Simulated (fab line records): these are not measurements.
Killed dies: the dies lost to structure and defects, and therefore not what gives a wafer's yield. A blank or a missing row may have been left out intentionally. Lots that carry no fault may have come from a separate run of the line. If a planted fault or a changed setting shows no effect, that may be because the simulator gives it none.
Matching of chambers :: flow n5 finfet :: N5_FIN_SAQP_MANDREL2_REMOVE_60 on rie si-06 has 4 sister chambers
The step chemistry HBr/Cl2/O2, target a-Si, stops on SiNx, bt time 10 s. 16 wafers are shown with their chamber, then 8 later ones without.

== WAFERS, EACH WITH ITS CHAMBER ==
wafer: L074.2
chamber: 1
drypump motor current A (A): 5.4
oes product au (a.u.): 1.018
chamber pressure mTorr (mTorr): 10.000

wafer: L074.3
chamber: 2
drypump motor current A (A): 6.2
oes product au (a.u.): 0.986
chamber pressure mTorr (mTorr): 9.990

wafer: L074.5
chamber: 1
drypump motor current A (A): 5.4
oes product au (a.u.): 1.020
chamber pressure mTorr (mTorr): 9.997

wafer: L078.1
chamber: 3
drypump motor current A (A): 6.2
oes product au (a.u.): 0.978
chamber pressure mTorr (mTorr): 9.989

wafer: L078.3
chamber: 0
drypump motor current A (A): 5.4
oes product au (a.u.): 1.015
chamber pressure mTorr (mTorr): 9.994

wafer: L078.5
chamber: 2
drypump motor current A (A): 6.2
oes product au (a.u.): 0.984
chamber pressure mTorr (mTorr): 9.992

wafer: L083.4
chamber: 3
drypump motor current A (A): 6.2
oes product au (a.u.): 0.995
chamber pressure mTorr (mTorr): 10.006

wafer: L083.5
chamber: 0
drypump motor current A (A): 5.4
oes product au (a.u.): 1.003
chamber pressure mTorr (mTorr): 9.998

wafer: L083.6
chamber: 3
drypump motor current A (A): 6.2
oes product au (a.u.): 0.979
chamber pressure mTorr (mTorr): 10.006

wafer: L084.4
chamber: 1
drypump motor current A (A): 5.3
oes product au (a.u.): 1.006
chamber pressure mTorr (mTorr): 10.007

wafer: L084.5
chamber: 3
drypump motor current A (A): 6.2
oes product au (a.u.): 0.976
chamber pressure mTorr (mTorr): 9.988

wafer: L084.6
chamber: 0
drypump motor current A (A): 5.4
oes product au (a.u.): 1.012
chamber pressure mTorr (mTorr): 10.007

wafer: L085.1
chamber: 0
drypump motor current A (A): 5.4
oes product au (a.u.): 1.010
chamber pressure mTorr (mTorr): 9.997

wafer: L085.4
chamber: 1
drypump motor current A (A): 5.3
oes product au (a.u.): 1.015
chamber pressure mTorr (mTorr): 9.991

wafer: L085.5
chamber: 0
drypump motor current A (A): 5.4
oes product au (a.u.): 1.012
chamber pressure mTorr (mTorr): 10.006

wafer: L087.2
chamber: 1
drypump motor current A (A): 5.4
oes product au (a.u.): 1.015
chamber pressure mTorr (mTorr): 9.995

SIGNATURES, as means of the wafers listed above
reading: drypump motor current A
chamber 0: 5.400
chamber 1: 5.360
chamber 2: 6.200
chamber 3: 6.200
scatter within a chamber: 0.0316

reading: oes product au
chamber 0: 1.01040
chamber 1: 1.01480
chamber 2: 0.98500
chamber 3: 0.98200
scatter within a chamber: 0.00597

reading: chamber pressure mTorr
chamber 0: 10.00040
chamber 1: 9.99800
chamber 2: 9.99100
chamber 3: 9.99725
scatter within a chamber: 0.00699
Rule: for a wafer and a chamber, the distance is found by dividing, reading by reading, the gap between the wafer's reading and the chamber's mean by the reading's scatter, squaring, summing and taking the root. If the next closest chamber is less than 2 further off than the closest, the wafer can't be placed; otherwise it belongs to the closest. The scatter: take each reading less its chamber's mean, square it, sum over the shown wafers, divide by the number of wafers less the number of chambers, and take the root.

== WAFERS MISSING THEIR CHAMBER ==
wafer: L087.4
drypump motor current A (A): 5.4
oes product au (a.u.): 1.010
chamber pressure mTorr (mTorr): 9.999

wafer: L087.5
drypump motor current A (A): 5.4
oes product au (a.u.): 1.015
chamber pressure mTorr (mTorr): 9.994

wafer: L089.2
drypump motor current A (A): 6.2
oes product au (a.u.): 0.959
chamber pressure mTorr (mTorr): 10.007

wafer: L089.4
drypump motor current A (A): 5.4
oes product au (a.u.): 1.021
chamber pressure mTorr (mTorr): 9.988

wafer: L089.5
drypump motor current A (A): 5.3
oes product au (a.u.): 1.029
chamber pressure mTorr (mTorr): 9.998

wafer: L093.1
drypump motor current A (A): 6.2
oes product au (a.u.): 0.975
chamber pressure mTorr (mTorr): 10.009

wafer: L093.2
drypump motor current A (A): 6.2
oes product au (a.u.): 0.958
chamber pressure mTorr (mTorr): 9.997

wafer: L093.3
drypump motor current A (A): 5.4
oes product au (a.u.): 1.015
chamber pressure mTorr (mTorr): 9.991

== THE CHAMBER EACH PASSED THROUGH ==
wafer: L087.4
from the rows above: can't be placed: 0 or 1
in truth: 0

wafer: L087.5
from the rows above: can't be placed: 0 or 1
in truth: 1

wafer: L089.2
from the rows above: can't be placed: 3 or 2
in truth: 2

wafer: L089.4
from the rows above: can't be placed: 1 or 0
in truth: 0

wafer: L089.5
from the rows above: can't be placed: 1 or 0
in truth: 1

wafer: L093.1
from the rows above: can't be placed: 3 or 2
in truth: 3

wafer: L093.2
from the rows above: can't be placed: 3 or 2
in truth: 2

wafer: L093.3
from the rows above: can't be placed: 0 or 1
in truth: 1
Placed correctly: 0 of 8. From these rows, 8 cannot be placed; in 8 the true chamber is one of the candidates. Placed wrongly: 0.
